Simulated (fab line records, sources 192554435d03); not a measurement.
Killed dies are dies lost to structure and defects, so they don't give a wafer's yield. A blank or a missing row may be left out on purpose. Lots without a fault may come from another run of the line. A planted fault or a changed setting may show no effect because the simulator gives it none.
fab line records | flow n5_finfet
record lots=7 wafers=21
route steps=1938 shown BEOL_M3@960 BEOL_M4@1021 BEOL_M5@1112 BEOL_M6@1239 BEOL_M7@1287
start_h: hours from the record's first day to the start of the lot's first wafer shown | wait_h: hours since the lot's step before | " the same as in the row above | L1.1+2: a row that stands for several wafers | - no value, or no start given | * or withheld: withheld | < > ~ a bound
route shown NAME@n: a module of which the file shows steps, and the number in the route of the first | usual: mean/standard deviation of fault-free wafers | same: alike in all rows | chamber/n: place in a boat | sites: the reading at each site | _std_site: their standard deviation | _edge_site: outer sites' mean less inner sites' | radius_mm: how far each site lies from the wafer's centre | mask NAME#n: copy n | behind: the tool/chamber that last shaped the wafer | hold: why the lot was held/for how many hours/how that ended | device: the transistor (n, p or np) that didn't switch | end of line: the same wafers' tests at the end of the route | a step without rows: its recipe alone | killed: dies lost to structure and defects at the first sort, not the wafer's yield | map: a wafer's dies, x killed, . not, _ none there
set.NAME: the setting as run; set.NAME@STEP: as run at that earlier step | model.NAME: the simulator's own value behind a step, which no gauge read
lots whose settings were changed on purpose; a table a step, a row a wafer
## steps
# step N5_BEOL_M3_COAT_22
# recipe resist=CAR-EUV spin_rpm=1500 resist_thk_nm=30
# columns lot.wafer tool chamber start_h wait_h set.spin_rpm model.CAR-EUV_of_BEOL_M3_COAT_22.thk_nm
L074.1 litho_track-01 0 - - 1350 31.6
L074.2+5 " 0 " " 1500 30
L078.1+3 litho_track-01 0 - - 1380 31.2
L078.4 " 0 " " 1500 30
L079.1+6 litho_track-03 0 - - 1500 30
L079.2 " 0 " " 1340 31.8
L080.4 litho_track-05 0 - - 1500 30
L080.5+6 " 0 " " 1500 29.8
L084.2+4 litho_track-01 0 - - 1500 29.8
L084.3 " 0 " " 1500 30
L089.2+3 litho_track-03 0 - - 1500 30
L089.4 " 0 " " 1428 30.8
L091.1+6 litho_track-05 0 - - 1435 30.4
L091.2 " 0 " " 1500 29.8
# step N5_BEOL_M3_DEP_57
# recipe material=SiCN target_thk_a=80 temp_c=withheld precursor=3MS/NH3 pressure_torr=3 rf_w=202 time_s=14
# columns lot.wafer tool chamber start_h wait_h set.time_s model.SiCN_of_BEOL_M3_DEP_57.thk_nm
L074.1 pecvd-01 0 167.21 0.0 14 7.8
L074.2+5 " 1,2 " " 12.03 6.6
L078.1 pecvd-04 0 190.31 0.0 14 7.8
L078.3 " 0 " " 14 8
L078.4 " 2 " " 15.78 9
L079.1 pecvd-02 0 192.97 0.0 14 7.8
L079.2 " 1 " " 14 8
L079.6 " 0 " " 14 8.2
L080.4+6 pecvd-04 0,2 195.29 0.0 14 8
L080.5 " 1 " " 14 8.2
L084.2 pecvd-02 1 225.36 0.0 14 7.8
L084.3+4 " 2 " " 14 8
L089.2+3 pecvd-01 2,0 245.56 0.0 13.1 7.4
L089.4 " 0 " " 14 8
L091.1 pecvd-04 1 267.13 0.0 12.72 7.6
L091.2 " 0 " " 14 8.2
L091.6 " 1 " " 14 8.4
# step N5_BEOL_M4_ILD_DEP_00
# recipe material=SiOC target_thk_a=790 temp_c=350 precursor=DEMS/O2 pressure_torr=5 rf_w=500 time_s=15.3
# columns lot.wafer tool chamber start_h wait_h set.time_s model.SiOC_of_BEOL_M4_ILD_DEP_00.thk_nm
L074.1 pecvd-02 2 167.34 0.0 17.42 87.8
L074.2 " 1 " " 15.3 77.4
L074.5 " 1 " " 17.42 89
L078.1 pecvd-02 0 190.45 0.0 15.3 77.2
L078.3 " 1 " " 15.3 77.6
L078.4 " 2 " " 15.3 79.2
L079.1 pecvd-02 2 193.10 0.0 14.66 75.2
L079.2 " 0 " " 15.3 78
L079.6 " 0 " " 14.66 76.4
L080.4 pecvd-03 2 195.42 0.1 13.71 71
L080.5 " 0 " " 15.3 80.2
L080.6 " 1 " " 15.3 80.4
L084.2 pecvd-02 0 225.49 0.0 15.3 76.2
L084.3 " 1 " " 15.3 76.8
L084.4 " 0 " " 15.3 78.6
L089.2 pecvd-03 0 245.69 0.0 15.3 78.4
L089.3 " 1 " " 16.4 83.6
L089.4 " 1 " " 15.3 78.8
L091.1 pecvd-01 1 267.26 0.0 15.3 77.2
L091.2 " 0 " " 15.3 76
L091.6 " 0 " " 15.3 77.4
# step N5_BEOL_M4_THK_MEAS_01
# recipe reads=SiOC_of_BEOL_M4_ILD_DEP_00
# usual M4_ILD_THK=78.4/0.95
# columns lot.wafer tool chamber start_h wait_h set.time_s@BEOL_M4_ILD_DEP_00 M4_ILD_THK[nm]
L074.1 film_metro-02 - 167.42 0.1 17.42 87.9
L074.2 " - " " 15.3 77.5
L074.5 " - " " 17.42 89.1
L078.1 film_metro-01 - 190.52 0.0 15.3 77.3
L078.3 " - " " 15.3 77.5
L078.4 " - " " 15.3 79.2
L079.1 film_metro-01 - 193.17 0.0 14.66 75.1
L079.2 " - " " 15.3 78.0
L079.6 " - " " 14.66 76.3
L080.4 film_metro-02 - 195.47 0.0 13.71 71.0
L080.5 " - " " 15.3 80.2
L080.6 " - " " 15.3 80.4
L084.2 film_metro-01 - 225.56 0.1 15.3 76.3
L084.3 " - " " 15.3 76.9
L084.4 " - " " 15.3 78.5
L089.2 film_metro-01 - 245.76 0.1 15.3 78.5
L089.3 " - " " 16.4 83.6
L089.4 " - " " 15.3 78.7
L091.1 film_metro-01 - 267.33 0.0 15.3 77.3
L091.2 " - " " 15.3 76.0
L091.6 " - " " 15.3 77.4
# step N5_BEOL_M5_ILD_DEP_00
# recipe material=SiCOH_lowk target_thk_a=1406.4 temp_c=300 precursor=DEMS/porogen pressure_torr=5 rf_w=500 time_s=25.9
# columns lot.wafer tool chamber start_h wait_h set.time_s model.SiCOH_lowk_of_BEOL_M5_ILD_DEP_00.thk_nm
L074.1 pecvd-02 2 180.64 0.8 23.82 127.2
L074.2 " 0 " " 25.9 139.4
L074.5 " 2 " " 23.82 128.6
L078.1+4 pecvd-03 0 206.80 0.8 25.9 142.6
L078.3 " 1 " " 25.9 143.6
L079.1 pecvd-04 2 207.29 0.8 29.11 159.6
L079.2 " 1 " " 29.11 157.6
L079.6 " 0 " " 25.9 142.8
L080.4 pecvd-02 1 210.34 0.4 25.9 145
L080.5 " 2 " " 25.9 142.2
L080.6 " 0 " " 25.9 142.6
L084.2 pecvd-03 0 238.89 0.7 25.9 139.2
L084.3 " 2 " " 25.9 140
L084.4 " 0 " " 25.9 143.4
L089.2 pecvd-04 1 258.23 0.7 26.94 143.4
L089.3 " 0 " " 25.9 140.4
L089.4 " 1 " " 25.9 140.8
L091.1 pecvd-02 2 280.22 0.8 29.62 156.8
L091.2 " 0 " " 25.9 138
L091.6 " 0 " " 29.62 161.8
# step N5_BEOL_M5_CURE_79
# recipe temp_c=385 time_s=240 ambient=He/Ar material=SiCOH_lowk
# columns lot.wafer tool chamber start_h wait_h set.time_s@BEOL_M5_ILD_DEP_00 model.SiCOH_lowk_of_BEOL_M5_ILD_DEP_00.thk_nm
L074.1 uv_cure-02 1 180.70 0.0 23.82 109.2
L074.2 " 1 " " 25.9 120
L074.5 " 1 " " 23.82 110.6
L078.1 uv_cure-03 2 206.88 0.1 25.9 122.6
L078.3 " 2 " " 25.9 123.6
L078.4 " 2 " " 25.9 122.8
L079.1 uv_cure-02 2 207.35 0.0 29.11 137.4
L079.2 " 2 " " 29.11 135.6
L079.6 " 2 " " 25.9 122.8
L080.4 uv_cure-03 1 210.63 0.3 25.9 124.8
L080.5 " 1 " " 25.9 122.4
L080.6 " 1 " " 25.9 122.8
L084.2 uv_cure-02 0 239.03 0.1 25.9 119.8
L084.3 " 0 " " 25.9 120.6
L084.4 " 0 " " 25.9 123.4
L089.2 uv_cure-03 1 258.37 0.1 26.94 123.4
L089.3 " 1 " " 25.9 120.8
L089.4 " 1 " " 25.9 121.2
L091.1 uv_cure-01 1 280.28 0.0 29.62 135
L091.2 " 1 " " 25.9 118.6
L091.6 " 1 " " 29.62 139.4
# step N5_BEOL_M5_THK_MEAS_01
# recipe reads=SiCOH_lowk_of_BEOL_M5_ILD_DEP_00
# usual M5_ILD_THK=121.2/1.6
# columns lot.wafer tool chamber start_h wait_h set.time_s@BEOL_M5_ILD_DEP_00 M5_ILD_THK[nm]
L074.1 film_metro-02 - 181.21 0.4 23.82 109.3
L074.2 " - " " 25.9 120.1
L074.5 " - " " 23.82 110.6
L078.1 film_metro-01 - 207.39 0.4 25.9 122.6
L078.3 " - " " 25.9 123.5
L078.4 " - " " 25.9 122.6
L079.1 film_metro-01 - 207.87 0.4 29.11 137.4
L079.2 " - " " 29.11 135.8
L079.6 " - " " 25.9 122.7
L080.4 film_metro-02 - 210.90 0.2 25.9 124.8
L080.5 " - " " 25.9 122.4
L080.6 " - " " 25.9 122.7
L084.2 film_metro-02 - 239.46 0.4 25.9 119.7
L084.3 " - " " 25.9 120.5
L084.4 " - " " 25.9 123.4
L089.2 film_metro-01 - 258.82 0.4 26.94 123.4
L089.3 " - " " 25.9 120.7
L089.4 " - " " 25.9 121.3
L091.1 film_metro-01 - 280.79 0.4 29.62 134.9
L091.2 " - " " 25.9 118.7
L091.6 " - " " 29.62 139.4
# step N5_BEOL_M5_COAT_05
# recipe resist=CAR-EUV spin_rpm=1500 resist_thk_nm=30
# columns lot.wafer tool chamber start_h wait_h set.spin_rpm model.CAR-EUV_of_BEOL_M5_COAT_05.thk_nm
L074.1+2 litho_track-05 0 - - 1500 30
L074.5 " 0 " " 1608 29
L078.1 litho_track-03 0 - - 1500 30.2
L078.3 " 0 " " 1372 31.6
L078.4 " 0 " " 1500 30
L079.1+2+6 litho_track-03 0 - - 1500 30
L080.4+5+6 litho_track-04 0 - - 1500 30
L084.2+3+4 litho_track-03 0 - - 1500 30
L089.2 litho_track-03 0 - - 1500 30
L089.3 " 0 " " 1616 29
L089.4 " 0 " " 1616 28.8
L091.1+2+6 litho_track-05 0 - - 1500 30
# step N5_BEOL_M5_ETCH_41
# recipe chemistry=CH3F/O2 target=SiCN target_depth_a=315 taper_deg=2 time_s=56.7 ion_energy_ev=120 mask_material=TiN pressure_mtorr=30 source_w=395 bias_w=75 Ar_flow_sccm=150 CH3F_flow_sccm=30 O2_flow_sccm=20
# usual rf_vpp_V=298.2/1.7
# columns lot.wafer tool chamber start_h wait_h set.source_w rf_vpp_V
L074.1 rie_diel-02 1 - - 435.6 285.5
L074.2 " 0 " " 395 299.2
L074.5 " 1 " " 435.6 286.2
L078.1 rie_diel-04 0 - - 395 298.7
L078.3 " 2 " " 395 298.6
L078.4 " 1 " " 458.6 283.0
L079.1 rie_diel-06 2 - - 460.7 284.6
L079.2 " 1 " " 460.7 281.5
L079.6 " 2 " " 395 300.1
L080.4 rie_diel-06 1 - - 359.6 307.2
L080.5 " 3 " " 395 298.3
L080.6 " 2 " " 359.6 309.1
L084.2 rie_diel-04 0 - - 395 297.7
L084.3 " 1 " " 395 296.4
L084.4 " 3 " " 395 298.1
L089.2 rie_diel-02 2 - - 395 297.3
L089.3 " 3 " " 395 298.6
L089.4 " 1 " " 349.8 312.9
L091.1 rie_diel-04 2 - - 417.4 293.1
L091.2 " 1 " " 395 296.8
L091.6 " 0 " " 395 297.2
# step N5_BEOL_M6_TRENCH_ETCH_37
# recipe chemistry=C4F6/O2 target_depth_a=944.35 target=SiCOH_lowk time_s=31.5 ion_energy_ev=250 pressure_mtorr=30 source_w=345 bias_w=185 Ar_flow_sccm=300 C4F6_flow_sccm=10 O2_flow_sccm=10
# usual rf_vpp_V=673/16
# columns lot.wafer tool chamber start_h wait_h set.bias_w rf_vpp_V
L074.1 rie_diel-05 0 - - 185 677
L074.2 " 1 " " 185 693
L074.5 " 1 " " 166.1 635
L079.1 rie_diel-03 2 - - 185 666
L079.2 " 1 " " 217.2 768
L079.6 " 2 " " 185 664
L078.1 rie_diel-05 1 - - 185 692
L078.3 " 2 " " 165.8 634
L078.4 " 0 " " 165.8 621
L080.4 rie_diel-05 0 - - 185 677
L080.5 " 0 " " 185 678
L080.6 " 1 " " 172.3 656
L084.2 rie_diel-01 2 - - 185 654
L084.3 " 0 " " 185 654
L084.4 " 1 " " 185 673
L089.2 rie_diel-01 2 - - 153.2 562
L089.3 " 0 " " 153.2 564
L089.4 " 2 " " 185 653
L091.1 rie_diel-05 3 - - 185 684
L091.2 " 1 " " 168.7 644
L091.6 " 1 " " 185 691
# step N5_BEOL_M7_COAT_63
# recipe resist=SOC temp_c=250 time_s=60 spin_rpm=1500 resist_thk_nm=60
# columns lot.wafer tool chamber start_h wait_h set.spin_rpm model.SOC_of_BEOL_M7_COAT_63.thk_nm
L074.1+2 litho_track-03 0 204.08 1.5 1553 58.8
L074.5 " 0 " " 1500 60
L078.1 litho_track-03 0 231.64 2.0 1500 60
L078.3+4 " 0 " " 1425 61.4
L079.1 litho_track-04 0 231.64 2.3 1442 61
L079.2+6 " 0 " " 1500 59.8
L080.4 litho_track-02 0 234.77 0.8 1422 61.4
L080.5 " 0 " " 1500 59.6
L080.6 " 0 " " 1500 59.8
L084.2+3+4 litho_track-04 0 265.07 1.6 1500 60
L089.2+3 litho_track-04 0 281.64 1.2 1500 59.6
L089.4 " 0 " " 1500 59.8
L091.1+6 litho_track-03 0 300.78 0.5 1500 60
L091.2 " 0 " " 1500 60.2
# step N5_BEOL_M7_COAT_64
# recipe resist=SiARC temp_c=220 time_s=60 spin_rpm=1500 resist_thk_nm=12
# columns lot.wafer tool chamber start_h wait_h set.spin_rpm model.SiARC_of_BEOL_M7_COAT_64.thk_nm
L074.1 litho_track-03 0 - - 1388 12.4
L074.2+5 " 0 " " 1500 12
L078.1+3 litho_track-03 0 - - 1651 11.4
L078.4 " 0 " " 1500 12
L079.1+2+6 litho_track-04 0 - - 1649 11.4
L080.4+5 litho_track-02 0 - - 1659 11.4
L080.6 " 0 " " 1500 12
L084.2+3+4 litho_track-04 0 - - 1500 12
L089.2+4 litho_track-04 0 - - 1646 11.4
L089.3 " 0 " " 1500 12
L091.1+2 litho_track-03 0 - - 1422 12.4
L091.6 " 0 " " 1500 12
# step N5_BEOL_M7_COAT_71
# recipe resist=underlayer temp_c=205 time_s=60 spin_rpm=1500 resist_thk_nm=5
# step N5_BEOL_M7_COAT_22
# recipe resist=CAR-EUV spin_rpm=1500 resist_thk_nm=30
# step N5_BEOL_M7_DESCUM_33
# recipe chemistry=O2 time_s=7 source_power_w=50 bias_power_w=20 pressure_mtorr=20 rf_frequency_hz=2.712e+07 temp_c=40 resist=CAR-EUV o2_flow_sccm=225
# step N5_BEOL_M7_ETCH_72
# recipe chemistry=N2/H2 target=underlayer target_depth_a=65 mask_material=CAR-EUV time_s=5.2 ion_energy_ev=200 pressure_mtorr=30 source_w=840 bias_w=150 n2_flow_sccm=200 h2_flow_sccm=200 ends=cleared
# step N5_BEOL_M7_ETCH_65
# recipe chemistry=CF4 target=SiARC target_depth_a=156 mask_material=CAR-EUV time_s=26 ion_energy_ev=80 pressure_mtorr=40 source_w=545 bias_w=36 Ar_flow_sccm=100 cf4_flow_sccm=100 ends=cleared
# columns lot.wafer tool chamber start_h wait_h set.spin_rpm@BEOL_M7_COAT_64 model.etch.depth_nm model.CAR-EUV_of_BEOL_M7_COAT_22.thk_nm
L074.1 rie_diel-04 0 204.92 0.0 1388 12.5 10.8
L074.2 " 2 " " 1500 12.06 11.2
L074.5 " 0 " " 1500 12.03 11.2
L078.1 rie_diel-06 2 232.32 0.0 1651 11.44 11.4
L078.3 " 0 " " 1651 11.45 11.4
L078.4 " 1 " " 1500 12.03 11
L079.1 rie_diel-06 2 232.72 0.0 1649 11.45 11.6
L079.2 " 1 " " 1649 11.46 11.4
L079.6 " 1 " " 1649 11.49 11.4
L080.4 rie_diel-02 2 235.22 0.0 1659 11.37 11.4
L080.5 " 3 " " 1659 11.42 11.4
L080.6 " 0 " " 1500 11.92 11.2
L084.2 rie_diel-06 3 265.52 0.0 1500 12.01 11.2
L084.3 " 2 " " 1500 11.99 11.2
L084.4 " 0 " " 1500 12.01 11
L089.2 rie_diel-02 3 282.49 0.0 1646 11.47 11.6
L089.3 " 0 " " 1500 12.01 11
L089.4 " 2 " " 1646 11.48 11.6
L091.1 rie_diel-04 0 301.52 0.0 1422 12.34 10.8
L091.2 " 1 " " 1422 12.36 10.8
L091.6 " 3 " " 1500 12.04 11.2
# step N5_BEOL_M7_ETCH_66
# recipe chemistry=N2/H2 target=SOC target_depth_a=800 overetch_a=160 mask_material=SiARC temp_c=40 time_s=120 ion_energy_ev=200 pressure_mtorr=30 source_w=840 bias_w=150 n2_flow_sccm=200 h2_flow_sccm=200
# columns lot.wafer tool chamber start_h wait_h set.spin_rpm@BEOL_M7_COAT_63 set.spin_rpm@BEOL_M7_COAT_64 model.SiARC_of_BEOL_M7_COAT_64.thk_nm model.etch.depth_nm
L074.1 rie_diel-04 0 204.95 0.0 1553 1388 6.8 58.86
L074.2 " 2 " " 1553 1500 6.2 58.71
L074.5 " 0 " " 1500 1500 6.4 59.95
L078.1 rie_diel-06 2 232.35 0.0 1500 1651 5.8 60.01
L078.3 " 0 " " 1425 1651 5.8 61.38
L078.4 " 1 " " 1425 1500 6.4 61.48
L079.1 rie_diel-06 2 232.75 0.0 1442 1649 5.8 60.93
L079.2 " 1 " " 1500 1649 5.8 59.81
L079.6 " 1 " " 1500 1649 5.8 59.74
L080.4 rie_diel-02 2 235.28 0.0 1422 1659 5.8 61.5
L080.5 " 3 " " 1500 1659 5.8 59.68
L080.6 " 0 " " 1500 1500 6.2 59.8
L084.2 rie_diel-06 3 265.55 0.0 1500 1500 6.2 60.09
L084.3 " 2 " " 1500 1500 6.4 60.06
L084.4 " 0 " " 1500 1500 6.4 60.08
L089.2 rie_diel-02 3 282.51 0.0 1500 1646 5.8 59.66
L089.3 " 0 " " 1500 1500 6.4 59.63
L089.4 " 2 " " 1500 1646 5.8 59.82
L091.1 rie_diel-04 0 301.55 0.0 1500 1422 6.6 60
L091.2 " 1 " " 1500 1422 7 60.15
L091.6 " 3 " " 1500 1500 6.4 59.95
# step N5_BEOL_M7_STRIP_69
# recipe chemistry=N2/H2 temp_c=40 n2_flow_sccm=200 h2_flow_sccm=200 rf_frequency_hz=6e+07
# step N5_BEOL_M7_STRIP_73
# recipe chemistry=N2/H2 temp_c=40 n2_flow_sccm=200 h2_flow_sccm=200 rf_frequency_hz=6e+07
# step N5_BEOL_M7_VIA_ETCH_34
# recipe chemistry=C4F6/O2 target=SiCOH_lowk target_depth_a=1255 mask_material=SOC taper_deg=4 time_s=50.5 ion_energy_ev=250 pressure_mtorr=30 source_w=345 bias_w=185 Ar_flow_sccm=300 C4F6_flow_sccm=10 O2_flow_sccm=10
# columns lot.wafer tool chamber start_h wait_h set.spin_rpm@BEOL_M7_COAT_63 model.SOC_of_BEOL_M7_COAT_63.thk_nm
L074.1 rie_diel-04 0 205.05 0.0 1553 52.6
L074.2 " 2 " " 1553 52.4
L074.5 " 0 " " 1500 53.6
L078.1 rie_diel-06 2 232.45 0.0 1500 54
L078.3 " 0 " " 1425 55.2
L078.4 " 1 " " 1425 55
L079.1 rie_diel-06 2 232.85 0.0 1442 55
L079.2+6 " 1 " " 1500 53.4
L080.4 rie_diel-02 2 235.36 0.0 1422 55.6
L080.5+6 " 3,0 " " 1500 53.6
L084.2 rie_diel-06 3 265.65 0.0 1500 54.2
L084.3+4 " 2,0 " " 1500 54
L089.2 rie_diel-02 3 282.62 0.0 1500 53.6
L089.3 " 0 " " 1500 53.4
L089.4 " 2 " " 1500 53.8
L091.1+6 rie_diel-04 0,3 301.65 0.0 1500 53.8
L091.2 " 1 " " 1500 54
## key
split step=N5_BEOL_M3_COAT_22 setting=spin_rpm stated=1500 by=wafer
response step=N5_BEOL_M3_COAT_22 reading=model.CAR-EUV_of_BEOL_M3_COAT_22.thk_nm change=-0.16 per=1% r=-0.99
split step=N5_BEOL_M3_DEP_57 setting=time_s stated=14 by=wafer
response step=N5_BEOL_M3_DEP_57 reading=model.SiCN_of_BEOL_M3_DEP_57.thk_nm change=+0.0849 per=1% r=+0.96
split step=N5_BEOL_M4_ILD_DEP_00 setting=time_s stated=15.3 by=wafer
response step=N5_BEOL_M4_ILD_DEP_00 reading=model.SiOC_of_BEOL_M4_ILD_DEP_00.thk_nm change=+0.797 per=1% r=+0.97
response step=N5_BEOL_M4_THK_MEAS_01 reading=M4_ILD_THK change=+0.797 per=1% r=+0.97
split step=N5_BEOL_M5_ILD_DEP_00 setting=time_s stated=25.9 by=wafer
response step=N5_BEOL_M5_ILD_DEP_00 reading=model.SiCOH_lowk_of_BEOL_M5_ILD_DEP_00.thk_nm change=+1.37 per=1% r=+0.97
response step=N5_BEOL_M5_CURE_79 reading=model.SiCOH_lowk_of_BEOL_M5_ILD_DEP_00.thk_nm change=+1.2 per=1% r=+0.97
response step=N5_BEOL_M5_THK_MEAS_01 reading=M5_ILD_THK change=+1.2 per=1% r=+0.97
split step=N5_BEOL_M5_COAT_05 setting=spin_rpm stated=1500 by=wafer
response step=N5_BEOL_M5_COAT_05 reading=model.CAR-EUV_of_BEOL_M5_COAT_05.thk_nm change=-0.155 per=1% r=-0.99
split step=N5_BEOL_M5_ETCH_41 setting=source_w stated=395 by=wafer
response step=N5_BEOL_M5_ETCH_41 reading=rf_vpp_V change=-1.08 per=1% r=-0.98
split step=N5_BEOL_M6_TRENCH_ETCH_37 setting=bias_w stated=185 by=wafer
response step=N5_BEOL_M6_TRENCH_ETCH_37 reading=rf_vpp_V change=+5.41 per=1% r=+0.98
split step=N5_BEOL_M7_COAT_63 setting=spin_rpm stated=1500 by=wafer
response step=N5_BEOL_M7_COAT_63 reading=model.SOC_of_BEOL_M7_COAT_63.thk_nm change=-0.311 per=1% r=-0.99
response step=N5_BEOL_M7_ETCH_66 reading=model.etch.depth_nm change=-0.313 per=1% r=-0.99
response step=N5_BEOL_M7_VIA_ETCH_34 reading=model.SOC_of_BEOL_M7_COAT_63.thk_nm change=-0.327 per=1% r=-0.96
split step=N5_BEOL_M7_COAT_64 setting=spin_rpm stated=1500 by=wafer
response step=N5_BEOL_M7_COAT_64 reading=model.SiARC_of_BEOL_M7_COAT_64.thk_nm change=-0.0596 per=1% r=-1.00
response step=N5_BEOL_M7_ETCH_65 reading=model.etch.depth_nm change=-0.0554 per=1% r=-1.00
response step=N5_BEOL_M7_ETCH_65 reading=model.CAR-EUV_of_BEOL_M7_COAT_22.thk_nm change=+0.0436 per=1% r=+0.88
response step=N5_BEOL_M7_ETCH_66 reading=model.SiARC_of_BEOL_M7_COAT_64.thk_nm change=-0.0561 per=1% r=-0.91
